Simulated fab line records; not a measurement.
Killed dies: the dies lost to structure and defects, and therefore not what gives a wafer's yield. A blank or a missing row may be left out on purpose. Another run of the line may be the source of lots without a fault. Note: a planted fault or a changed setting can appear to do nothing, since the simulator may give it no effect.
What tool caused it? | flow n5-finfet | 27 wafers from 9 lots sampled at 6 of the route's 1938 steps

== WHAT EACH GAUGE READ, for each wafer ==
N5_BEOL_M8_CD_MEAS_11 targets a cd of 38.5 nm. Usual: cd-nm reads 38.6 nm (standard deviation 0.41).
lot  | measured     | on        | cd-nm (nm)     | flag
L299 | day 11 12:45 | cd-sem-02 | 39.7 38.3 39.0 |
L301 | day 12 02:14 | cd-sem-03 | 38.7 38.8 38.4 |
L302 | day 12 02:25 | cd-sem-01 | 38.1 38.4 38.3 |
L300 | day 12 09:37 | cd-sem-02 | 38.7 38.7 39.1 |
L305 | day 14 03:53 | cd-sem-03 | 37.7 38.1 37.6 |
L306 | day 14 07:40 | cd-sem-03 | 38.8 39.2 39.0 |
L310 | day 16 03:29 | cd-sem-03 | 38.5 39.0 38.1 |
L312 | day 16 15:52 | cd-sem-01 | 36.6 36.5 36.4 | OFF
L315 | day 16 23:29 | cd-sem-02 | 37.1 37.3 37.1 | OFF

N5_BEOL_M8_CD_MEAS_18: pitch 80 nm, target cd 40 nm. Usual: cd-nm reads 40.2 nm (standard deviation 0.44).
lot  | measured     | on        | cd-nm (nm)     | flag
L299 | day 11 13:20 | cd-sem-03 | 40.6 39.4 40.3 |
L301 | day 12 03:13 | cd-sem-03 | 40.5 40.6 40.1 |
L302 | day 12 03:23 | cd-sem-03 | 40.4 40.1 40.0 |
L300 | day 12 10:14 | cd-sem-02 | 40.5 40.7 40.0 |
L305 | day 14 05:09 | cd-sem-02 | 39.3 39.6 39.1 |
L306 | day 14 08:12 | cd-sem-02 | 40.8 40.6 40.2 |
L310 | day 16 04:08 | cd-sem-03 | 40.1 40.4 39.6 |
L312 | day 16 16:24 | cd-sem-01 | 38.2 38.8 38.3 | OFF
L315 | day 17 00:02 | cd-sem-02 | 38.8 39.3 39.0 |

== EACH LOT AND THE TOOL THAT RAN IT (in order: tool; ch and the chambers of the sampled wafers; start) ==
lot  | N5_BEOL_M8_PECVD_70             | N5_BEOL_M8_DEVELOP_10             | N5_BEOL_M8_ETCH_61                 | N5_BEOL_M8_HM_OPEN_17
L299 | pecvd-04 ch 1,2, day 11 12:11   | litho-track-04 ch 0, day 11 12:41 | rie-diel-05 ch 0,1,2, day 11 12:55 | rie-metal-03 ch 0,1, day 11 13:11
L301 | pecvd-03 ch 0,2, day 12 00:11   | litho-track-01 ch 0, day 12 02:10 | rie-diel-05 ch 0,1,2, day 12 02:47 | rie-metal-01 ch 0,1, day 12 03:02
L302 | pecvd-03 ch 0,1,2, day 12 00:32 | litho-track-01 ch 0, day 12 02:21 | rie-diel-06 ch 1,3, day 12 02:50   | rie-metal-03 ch 1, day 12 03:07
L300 | pecvd-04 ch 0,2, day 12 07:25   | litho-track-04 ch 0, day 12 09:33 | rie-diel-03 ch 0,1,3, day 12 09:44 | rie-metal-01 ch 0,1, day 12 10:01
L305 | pecvd-02 ch 0,2, day 14 02:23   | litho-track-04 ch 0, day 14 03:50 | rie-diel-05 ch 1,2, day 14 04:38   | rie-metal-03 ch 0,1, day 14 04:52
L306 | pecvd-02 ch 0,2, day 14 06:03   | litho-track-01 ch 0, day 14 07:36 | rie-diel-06 ch 0,1, day 14 07:47   | rie-metal-03 ch 0,1, day 14 08:01
L310 | pecvd-02 ch 0,1,2, day 16 02:19 | litho-track-04 ch 0, day 16 03:25 | rie-diel-05 ch 0,1,3, day 16 03:41 | rie-metal-02 ch 0, day 16 03:56
L312 | pecvd-04 ch 0,2, day 16 13:59   | litho-track-04 ch 0, day 16 15:48 | rie-diel-03 ch 2,3, day 16 15:59   | rie-metal-02 ch 0,1, day 16 16:15
L315 | pecvd-03 ch 0,2, day 16 23:04   | litho-track-04 ch 0, day 16 23:26 | rie-diel-03 ch 0,2,3, day 16 23:37 | rie-metal-02 ch 0,1, day 16 23:52
- N5_BEOL_M8_PECVD_70: deposits SiO2 from TEOS/O2, target thk 20 nm, time 22.7 s.
- N5_BEOL_M8_DEVELOP_10: develop time 30 s.
- N5_BEOL_M8_ETCH_61: etches SiARC in CF4, target depth 45.5 nm, time 75.8 s.
- N5_BEOL_M8_HM_OPEN_17: chemistry Cl2/BCl3, target TiN, target depth 20 nm, overetch 6 nm.

== AS READ BY THE TOOLS THEMSELVES (means over the sampled wafers that have a number; for cases with no such wafer, the mark the record gives instead) ==
N5_BEOL_M8_PECVD_70. Usual: heater-power-w 730 W, standard deviation 110; rf-fwd-power-W 443.9 W, standard deviation 3; showerhead-plenum-p-Torr 8.81 Torr, standard deviation 0.032; throttle-valve-pct 22.7 %, standard deviation 1.6.
lot  | tool     | heater-power-w (W) | rf-fwd-power-W (W) | showerhead-plenum-p-Torr (Torr) | throttle-valve-pct (%) | flag
L299 | pecvd-04 | 709                | 444.5              | 8.87                            | 21.2                   |
L301 | pecvd-03 | 742                | 444.4              | 8.77                            | 22.2                   |
L302 | pecvd-03 | 837                | 443.5              | 8.79                            | 22.9                   |
L300 | pecvd-04 | 711                | 446.4              | 8.81                            | 23.0                   |
L305 | pecvd-02 | 736                | 441.8              | 8.81                            | 22.0                   |
L306 | pecvd-02 | 722                | 441.9              | 8.82                            | 21.9                   |
L310 | pecvd-02 | 665                | 443.4              | 8.81                            | 23.2                   |
L312 | pecvd-04 | 632                | 446.1              | 8.80                            | 23.1                   |
L315 | pecvd-03 | 711                | 440.3              | 8.78                            | 23.5                   |

N5_BEOL_M8_ETCH_61. Usual: drypump-motor-current-A 5.49 A (standard deviation 0.2); etch-rf-on-time-s 76.4 s (standard deviation 1.1); oes-product-au 0.65 a.u. (standard deviation 0.066); rf-fwd-power-W 539.7 W (standard deviation 2.1); rf-vpp-V 183.7 V (standard deviation 1.2); showerhead-plenum-p-Torr 2.13 Torr (standard deviation 0.072); throttle-valve-pct 15.65 % (standard deviation 0.22).
lot  | tool        | drypump-motor-current-A (A) | etch-rf-on-time-s (s) | oes-product-au (a.u.) | rf-fwd-power-W (W) | rf-vpp-V (V) | showerhead-plenum-p-Torr (Torr) | throttle-valve-pct (%) | flag
L299 | rie-diel-05 | 5.50                        | 76.8                  | 0.66                  | 542.2              | 184.7        | 2.17                            | 15.67                  |
L301 | rie-diel-05 | 5.51                        | 76.9                  | 0.66                  | 541.0              | 184.3        | 2.17                            | 15.69                  |
L302 | rie-diel-06 | 5.68                        | 75.4                  | 0.66                  | 541.1              | 183.9        | 2.15                            | 15.43                  |
L300 | rie-diel-03 | 5.42                        | 75.8                  | 0.68                  | 539.2              | 184.4        | 2.15                            | 15.58                  |
L305 | rie-diel-05 | 5.80                        | 76.6                  | 0.64                  | 539.1              | 184.7        | 2.13                            | 15.59                  |
L306 | rie-diel-06 | 5.64                        | 76.8                  | 0.61                  | 540.7              | 183.3        | 2.07                            | 15.70                  |
L310 | rie-diel-05 | 5.43                        | 76.0                  | 0.68                  | 541.5              | 184.2        | 2.18                            | 15.71                  |
L312 | rie-diel-03 | 5.41                        | 76.4                  | 0.65                  | 539.8              | 184.0        | 2.09                            | 15.88                  |
L315 | rie-diel-03 | 5.45                        | 77.1                  | 0.62                  | 540.0              | 182.7        | 2.08                            | 15.82                  |

N5_BEOL_M8_HM_OPEN_17. Usual: drypump-motor-current-A 5.4 A, standard deviation 0.43; oes_ar_750_au 0.83 a.u., standard deviation 0.093; oes-product-au 0.71 a.u., standard deviation 0.082; rf-fwd-power-W 992 W, standard deviation 3.6; throttle-valve-pct 22.01 %, standard deviation 0.19.
lot  | tool         | drypump-motor-current-A (A) | oes_ar_750_au (a.u.) | oes-product-au (a.u.) | rf-fwd-power-W (W) | throttle-valve-pct (%) | flag
L299 | rie-metal-03 | 5.8                         | 0.67                 | 0.58                  | 997                | 22.16                  |
L301 | rie-metal-01 | 5.0                         | 0.83                 | 0.71                  | 993                | 22.00                  |
L302 | rie-metal-03 | 5.4                         | 0.78                 | 0.65                  | 989                | 22.27                  |
L300 | rie-metal-01 | 5.0                         | 0.82                 | 0.72                  | 990                | 21.99                  |
L305 | rie-metal-03 | 5.6                         | 0.82                 | 0.70                  | 994                | 22.10                  |
L306 | rie-metal-03 | 5.7                         | 0.88                 | 0.75                  | 994                | 21.92                  |
L310 | rie-metal-02 | 6.1                         | 0.78                 | 0.68                  | 991                | 22.11                  |
L312 | rie-metal-02 | 5.4                         | 0.90                 | 0.78                  | 993                | 21.92                  |
L315 | rie-metal-02 | 5.3                         | 0.89                 | 0.77                  | 990                | 21.94                  |

== THE ANSWER, worked out from the rows above alone ==
Rule: take the mean of a lot's wafers that have a number; if it is more than 3 standard deviations from the usual mean, the lot is off. A lot without any number at a reading at which 4 lots or more have one is off too. All remaining lots with rows at the step are treated as sound. After the gauges, taken in route order, come the tools' own readings; for these a lot's mean is taken, as printed above. At the first step where some lot is off, the reading lying furthest off is the one used; lots without a number count as furthest.
Off: L312, L315, at N5_BEOL_M8_CD_MEAS_11 (cd-nm).
If a tool, at a process step before that reading, ran all the lots that are off and no sound lot after the first of them, it fits. The gauges at N5_BEOL_M8_CD_MEAS_11 are tried like those tools. One fits: N5_BEOL_M8_DEVELOP_10 on litho-track-04. A fault onset in the window from L310 (day 16 03:25, its last sound lot) to L312 (day 16 15:48, its first lot off) fits.

== WHAT THE SIMULATOR HAD PUT IN ==
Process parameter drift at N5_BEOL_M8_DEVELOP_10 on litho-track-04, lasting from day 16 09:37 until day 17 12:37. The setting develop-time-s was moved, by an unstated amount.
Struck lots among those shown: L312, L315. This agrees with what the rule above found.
